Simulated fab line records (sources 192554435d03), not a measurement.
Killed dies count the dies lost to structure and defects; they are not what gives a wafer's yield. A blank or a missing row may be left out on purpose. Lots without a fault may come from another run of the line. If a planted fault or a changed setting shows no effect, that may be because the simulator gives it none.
Problem report, 8D (eight disciplines) form, completed by code ; flow n5-finfet ; the parts of the form that need people (team, actions taken, sign-off) are left out

1. THE PROBLEM
On 2 wafers of 1 lot, barrier-field-endpoint-s at N5_BEOL_M4_CMP_52 has a mean of 15.4 s; fault-free wafers read 24.8 s, standard deviation 0.68. That puts it -14 standard deviations away from the usual mean.
The step: polishes, stops on SiOC, t overpolish 6.8 s, target thk 40 nm.
First seen on wafer L268.3, day 12 19:13, on cmp-02. The record holds 27 wafers of 11 lots with a number at this step. By rule, "out" or "out of limits" means more than 4 standard deviations away from the usual mean. All remaining wafers that have a number are taken as sound.

2. WHAT IT IS, AND WHAT IT ISN'T
question;is;is not
which readings at this step;barrier-field-endpoint-s;motor-current-A, slurry-flow-ml-min
which lots;L268;L253, L254, L255, L256, L261, L262, L265, L271, L272, L275
which wafers of those lots;all that have a number;-
read on which tools;cmp-02;cmp-01, cmp-03
when;from day 12 19:13;"up to then (19 sound wafers); but 6 sound wafers of L271, L272, L275 came after"

3. THE SUSPECTS, EACH WITH WHAT RULES IT OUT
Counting: a tool at a process step up to the reading stays a suspect if it ran every lot that is out and no sound lot after the first of them.
- pecvd-04 at N5_BEOL_M4_PECVD_72 (deposits SiO2 from TEOS/O2, target thk 16 nm, time 18 s): kept. It ran the lot that is out, L268 (day 12 00:07), and no sound lot after that; its last sound lot up to then is L262 (day 10 05:02).
- pvd-sputter-02 at N5_BEOL_M4_SPUTTER_90 (material Cu, target thk 4.5 nm, time 8.29 s): ruled out as a lasting fault. Sound lots L272 ran on it after its first lot that is out, L268 (day 12 18:04).
- rtp-anneal-01 at N5_BEOL_M4_ANNEAL_51 (time 90 s): ruled out as a lasting fault. Sound lots L271, L272 ran on it after its first lot that is out, L268 (day 12 19:01).
- cmp-02 at N5_BEOL_M4_CMP_52 (polishes, stops on SiOC, t overpolish 6.8 s, target thk 40 nm): ruled out as a lasting fault. Sound lots L271, L272 ran on it after its first lot that is out, L268 (day 12 19:13).
Remaining after the count: pecvd-04 at N5_BEOL_M4_PECVD_72.

4. THE CAUSE (what the simulator had put in)
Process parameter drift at N5_BEOL_M4_PECVD_72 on pecvd-04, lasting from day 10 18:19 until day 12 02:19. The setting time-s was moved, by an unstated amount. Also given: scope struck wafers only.
This tool alone remained once counting was done.

5. THE EFFECT CHAIN, in route order
Rows list readings where the struck wafers' mean (over those with a number) sits beyond 3 standard deviations from the usual. Scope: only readings with a usual standard deviation given in the record; hours: median across lots of the time from each lot's start at the first step in this table that gives one to its start at this step; sigmas: change in usual standard deviations.
hours;step;reading;usual;on struck wafers;change;sigmas
0;N5_BEOL_M4_CMP_52;barrier-field-endpoint-s;24.8 s;15.4;-9.4;-14
It contains these process steps:
- N5_BEOL_M4_CMP_52: polishes, stops on SiOC, t overpolish 6.8 s, target thk 40 nm.
At these later measuring or inspecting steps, every struck wafer for which the step has a row has a number for every such reading, and none has moved that far: N5_BEOL_M4_RC_MEAS_101.

6. HOW IT WOULD HAVE BEEN CAUGHT EARLIER
In this record the first reading out of limits was taken at day 12 19:13, 49 hours after the fault began at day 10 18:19.
An alarm limit of 4 standard deviations would not have fired on the tool readings at N5_BEOL_M4_PECVD_72 for which the record gives a usual standard deviation, since none of them was out on any struck wafer.
By day 12 19:13 the whole set of lots that are out, 1 in number, had already begun N5_BEOL_M4_PECVD_72 on pecvd-04. Tool hold at that time: it would have spared none of them.
